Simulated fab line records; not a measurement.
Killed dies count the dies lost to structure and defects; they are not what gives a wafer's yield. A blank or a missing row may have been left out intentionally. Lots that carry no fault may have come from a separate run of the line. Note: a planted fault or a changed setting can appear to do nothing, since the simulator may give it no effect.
What tool caused it? / flow nand_harc / 21 wafers from 7 lots sampled at 5 of the route's 1302 steps

WHAT THE GAUGES SHOWED, per wafer
NHARC_END_SORT_01.
lot=L265; measured=day 32 17:29; on=prober-01; killed_at_array=671 674 670

WHICH TOOL RAN EACH LOT (tool, then ch and the chambers of the sampled wafers, then the start)
lot=L245; NHARC_A_CHANNEL_FILL_D2_CVD_18=lpcvd_poly-03 ch 0, day 14 14:51; NHARC_THIN_TSV_ETCH_15=rie_si-04 ch 0,1,3, day 25 04:30; NHARC_THIN_TSV_ETCHBACK_48=rie_diel-11 ch 1,2,3, day 25 05:55; NHARC_THIN_TSV_PRE_CLEAN_50=pvd_sputter-02, no start
lot=L248; NHARC_A_CHANNEL_FILL_D2_CVD_18=lpcvd_poly-02 ch 0, day 15 10:40; NHARC_THIN_TSV_ETCH_15=rie_si-01 ch 0,1,3, day 25 05:42; NHARC_THIN_TSV_ETCHBACK_48=rie_diel-03 ch 0,2, day 25 07:10; NHARC_THIN_TSV_PRE_CLEAN_50=pvd_sputter-01, no start
lot=L249; NHARC_A_CHANNEL_FILL_D2_CVD_18=lpcvd_poly-03 ch 0, day 16 14:07; NHARC_THIN_TSV_ETCH_15=rie_si-04 ch 0,1,3, day 25 08:07; NHARC_THIN_TSV_ETCHBACK_48=rie_diel-11 ch 0,1,2, day 25 09:34; NHARC_THIN_TSV_PRE_CLEAN_50=pvd_sputter-02, no start
lot=L251; NHARC_A_CHANNEL_FILL_D2_CVD_18=lpcvd_poly-01 ch 0, day 17 15:14; NHARC_THIN_TSV_ETCH_15=rie_si-04 ch 1,2, day 26 20:14; NHARC_THIN_TSV_ETCHBACK_48=rie_diel-03 ch 1,2,3, day 26 21:44; NHARC_THIN_TSV_PRE_CLEAN_50=pvd_sputter-01, no start
lot=L253; NHARC_A_CHANNEL_FILL_D2_CVD_18=lpcvd_poly-02 ch 0, day 18 05:03; NHARC_THIN_TSV_ETCH_15=rie_si-06 ch 0,1,3, day 27 19:35; NHARC_THIN_TSV_ETCHBACK_48=rie_diel-03 ch 1,3, day 27 21:02; NHARC_THIN_TSV_PRE_CLEAN_50=pvd_sputter-03, no start
lot=L265; NHARC_A_CHANNEL_FILL_D2_CVD_18=lpcvd_poly-02 ch 0, day 22 22:59; NHARC_THIN_TSV_ETCH_15=-; NHARC_THIN_TSV_ETCHBACK_48=-; NHARC_THIN_TSV_PRE_CLEAN_50=-
lot=L267; NHARC_A_CHANNEL_FILL_D2_CVD_18=lpcvd_poly-01 ch 0, day 23 21:34; NHARC_THIN_TSV_ETCH_15=rie_si-06 ch 1,3, day 33 04:46; NHARC_THIN_TSV_ETCHBACK_48=rie_diel-03 ch 1,3, day 33 06:21; NHARC_THIN_TSV_PRE_CLEAN_50=pvd_sputter-02, no start
- NHARC_A_CHANNEL_FILL_D2_CVD_18: deposits poly-Si, target thk 3 nm.
- NHARC_THIN_TSV_ETCH_15: target depth 3000 nm, bosch target overetch cycles 2, bosch etch step 2.8 s.
- NHARC_THIN_TSV_ETCHBACK_48: etches the open film in C4F8/Ar, target depth 1028.5 nm, time 405.17 s.
- NHARC_THIN_TSV_PRE_CLEAN_50: time 30 s.

THE ANSWER, worked out from the rows above alone
Rule: usual is defined by the lots themselves. Put in order of their means at a reading, lots are off if they are a third of the lots or fewer, leave a main group of 4 or more, and stand apart from it by a gap of 3 or more times the standard deviation of the main group's means; of several such gaps the widest counts. The tables above print the reading to a certain number of digits; a main group whose means all agree to those digits is not used. A lot without any number at a reading at which 4 lots or more have one is off too. All remaining lots with rows at the step are treated as sound.
No lot is off on any of the readings shown, so nothing can be concluded from this.

WHAT HAD BEEN PUT IN BY THE SIMULATOR
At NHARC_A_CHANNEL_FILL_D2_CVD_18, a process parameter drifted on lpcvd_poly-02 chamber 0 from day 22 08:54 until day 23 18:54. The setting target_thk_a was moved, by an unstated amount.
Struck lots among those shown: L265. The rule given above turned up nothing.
